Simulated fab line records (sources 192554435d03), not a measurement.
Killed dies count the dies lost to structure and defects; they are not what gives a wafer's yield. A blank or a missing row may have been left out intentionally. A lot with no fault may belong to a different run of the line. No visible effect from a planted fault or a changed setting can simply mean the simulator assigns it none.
What tool caused it? || flow n5-finfet || 72 wafers sampled from 24 lots at 1 step of a route of 1938

## WHAT THE GAUGES READ, wafer by wafer
N5_MOL_CONTACT_COAG_CD_MEAS_101: target cd 16 nm. Usual: cd-nm at 15.8 nm, with a standard deviation of 0.38.
{"lot": "L074", "measured": "day 5 06:54", "on": "cd-sem-01", "cd-nm (nm)": "15.4 15.7 15.3", "flag": ""}
{"lot": "L075", "measured": "day 5 11:46", "on": "cd-sem-03", "cd-nm (nm)": "16.4 16.7 15.8", "flag": ""}
{"lot": "L076", "measured": "day 6 03:19", "on": "cd-sem-02", "cd-nm (nm)": "15.6 15.4 15.8", "flag": ""}
{"lot": "L078", "measured": "day 6 06:22", "on": "cd-sem-02", "cd-nm (nm)": "16.3 16.1 16.2", "flag": ""}
{"lot": "L077", "measured": "day 6 06:47", "on": "cd-sem-03", "cd-nm (nm)": "15.9 15.7 15.6", "flag": ""}
{"lot": "L079", "measured": "day 6 14:28", "on": "cd-sem-02", "cd-nm (nm)": "15.2 15.3 15.9", "flag": ""}
{"lot": "L080", "measured": "day 6 18:19", "on": "cd-sem-01", "cd-nm (nm)": "16.1 15.7 15.8", "flag": ""}
{"lot": "L081", "measured": "day 6 22:13", "on": "cd-sem-01", "cd-nm (nm)": "16.0 15.8 15.8", "flag": ""}
{"lot": "L082", "measured": "day 7 02:59", "on": "cd-sem-03", "cd-nm (nm)": "15.3 15.4 15.9", "flag": ""}
{"lot": "L083", "measured": "day 7 13:34", "on": "cd-sem-02", "cd-nm (nm)": "15.5 14.8 16.0", "flag": ""}
{"lot": "L084", "measured": "day 7 21:47", "on": "cd-sem-03", "cd-nm (nm)": "15.7 16.1 16.1", "flag": ""}
{"lot": "L085", "measured": "day 8 00:58", "on": "cd-sem-02", "cd-nm (nm)": "16.1 16.1 16.3", "flag": ""}
{"lot": "L086", "measured": "day 8 10:26", "on": "cd-sem-02", "cd-nm (nm)": "15.6 15.8 15.7", "flag": ""}
{"lot": "L087", "measured": "day 8 10:59", "on": "cd-sem-01", "cd-nm (nm)": "15.4 15.4 16.0", "flag": ""}
{"lot": "L088", "measured": "day 8 18:34", "on": "cd-sem-01", "cd-nm (nm)": "15.6 15.2 15.8", "flag": ""}
{"lot": "L089", "measured": "day 8 20:12", "on": "cd-sem-01", "cd-nm (nm)": "14.9 15.7 16.2", "flag": ""}
{"lot": "L090", "measured": "day 9 06:48", "on": "cd-sem-02", "cd-nm (nm)": "16.1 16.0 15.9", "flag": ""}
{"lot": "L091", "measured": "day 9 10:31", "on": "cd-sem-02", "cd-nm (nm)": "15.9 15.8 15.6", "flag": ""}
{"lot": "L092", "measured": "day 9 18:09", "on": "cd-sem-01", "cd-nm (nm)": "15.8 15.2 15.4", "flag": ""}
{"lot": "L093", "measured": "day 9 21:04", "on": "cd-sem-01", "cd-nm (nm)": "15.8 16.5 15.9", "flag": ""}
{"lot": "L094", "measured": "day 10 10:45", "on": "cd-sem-03", "cd-nm (nm)": "16.5 16.7 16.4", "flag": ""}
{"lot": "L095", "measured": "day 10 12:25", "on": "cd-sem-03", "cd-nm (nm)": "15.8 15.7 15.3", "flag": ""}
{"lot": "L096", "measured": "day 10 20:04", "on": "cd-sem-01", "cd-nm (nm)": "15.7 16.0 15.3", "flag": ""}
{"lot": "L097", "measured": "day 11 01:18", "on": "cd-sem-01", "cd-nm (nm)": "16.0 16.4 15.9", "flag": ""}

## WHAT TOOL EACH LOT RAN ON (gives the tool, then ch and the chambers of the sampled wafers, and finally the start)
No process step before these readings appears in the record.

## WHAT THE TOOLS THEMSELVES READ (means of the sampled wafers that have a number; where no wafer has one, the mark that the record gives instead)
The record holds no such reading with a usual standard deviation.

## THE ANSWER, worked out from the rows above alone
Rule: a lot counts as off when the mean over its wafers that have a number is more than 3 standard deviations away from the usual mean. Also off: a lot with no number at a reading for which 4 or more lots have one. The other lots that the step has rows for count as sound. First the gauges in route order, then the tools' own readings, where a lot's mean is used as printed above. At the first step where some lot is off, the reading lying furthest off is the one used; lots without a number count as furthest.
None of the lots is off at any reading shown; this tells nothing.

## WHAT HAD BEEN PUT IN BY THE SIMULATOR
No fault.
